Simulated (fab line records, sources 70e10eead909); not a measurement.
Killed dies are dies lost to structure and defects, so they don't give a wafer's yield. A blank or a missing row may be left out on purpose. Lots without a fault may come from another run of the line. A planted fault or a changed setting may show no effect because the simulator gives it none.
One fault seen from 2 desks | flow nand_harc | each desk has only its own numbers; what lay behind them comes last

THE METROLOGY DESK
What the gauges read, lot by lot, whatever tool the lot ran on: means of the sampled wafers that have a number. A lot is out of limits, marked OUT, if its mean lies more than 4 standard deviations from the usual mean; the brackets give that distance.
Columns: A = cd_nm at NHARC_A_ZERO_WELL_CD_MEAS_10, usual 2001.9 nm; B = thk_nm at NHARC_A_ONON_D1_THK_MEAS_02, usual 1000 nm; C = thk_nm at NHARC_A_ONON_D1_THK_MEAS_14, usual 1000 nm
lot  | first seen here | A      | B    | C
L759 | day 6 22:36     | 1999.4 | 984  | 997
L762 | day 8 00:51     | 2003.4 | 992  | 994
L763 | day 8 07:57     | 2001.5 | 1011 | 1012
L760 | day 9 05:41     | 2002.0 | 993  | 994
L765 | day 9 09:17     | 2002.5 | 996  | 991
L766 | day 9 16:03     | 2001.9 | 1000 | 997
L769 | day 10 22:21    | 2000.9 | 1012 | 997
L770 | day 11 17:04    | 2002.6 | 1002 | 1006
L771 | day 11 21:39    | 2002.5 | 992  | 1005
L772 | day 12 16:52    | 2001.1 | 1017 | 1006
L775 | day 13 06:18    | 2001.9 | 1003 | 993
L774 | day 13 07:23    | 2001.8 | 997  | 1007
L778 | day 14 12:41    | 2002.9 | 1011 | 829 (-21) OUT
L779 | day 15 03:12    | 2002.8 | 1002 | 821 (-22) OUT
L780 | day 15 13:49    | 2002.2 | 993  | 885 (-14) OUT
This desk's finding: out of limits on L778, L779, L780; first on L778, day 15 14:12 (thk_nm at NHARC_A_ONON_D1_THK_MEAS_14). In limits: L759, L762, L763, L760, L765, L766, L769, L770, L771, L772, L775, L774.

THE TOOL OWNER'S DESK: pecvd_onon-03
The tool's own readings at NHARC_A_ONON_D1_DEP_12 (target thk 1000 nm): means of the sampled wafers that have a number, for each lot that ran on this tool. A lot is out of limits, marked OUT, if its mean lies more than 4 standard deviations from the usual mean; the brackets give that distance.
Columns: A = nh3_flow_sccm at NHARC_A_ONON_D1_DEP_12, usual 499.8 sccm
lot  | first seen here | A
L762 | day 9 00:23     | 499.0
L770 | day 12 16:47    | 499.4
L772 | day 13 19:42    | 498.7
L775 | day 14 07:10    | 498.5
L778 | day 15 13:49    | 497.6
L779 | day 16 04:32    | 497.6
L780 | day 16 14:05    | 501.2
This desk's finding: nothing out of limits on any of the 7 lots.

PUT TOGETHER
The metrology desk could have raised an alarm at day 15 14:12, on L778, L779, L780.
The tool owner's desk saw nothing out of limits.
The tool owner's desk has L778, L779, L780 on record, within its limits.
Of the lots named, all ran NHARC_A_ONON_D1_DEP_12 on pecvd_onon-03.

WHAT THE SIMULATOR HAD PUT IN
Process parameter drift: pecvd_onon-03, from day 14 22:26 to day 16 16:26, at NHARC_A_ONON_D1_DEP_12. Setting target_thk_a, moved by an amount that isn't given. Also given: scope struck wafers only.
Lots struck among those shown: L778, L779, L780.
Hours from the fault's start to each desk's first reading out of limits: the metrology desk, 16.
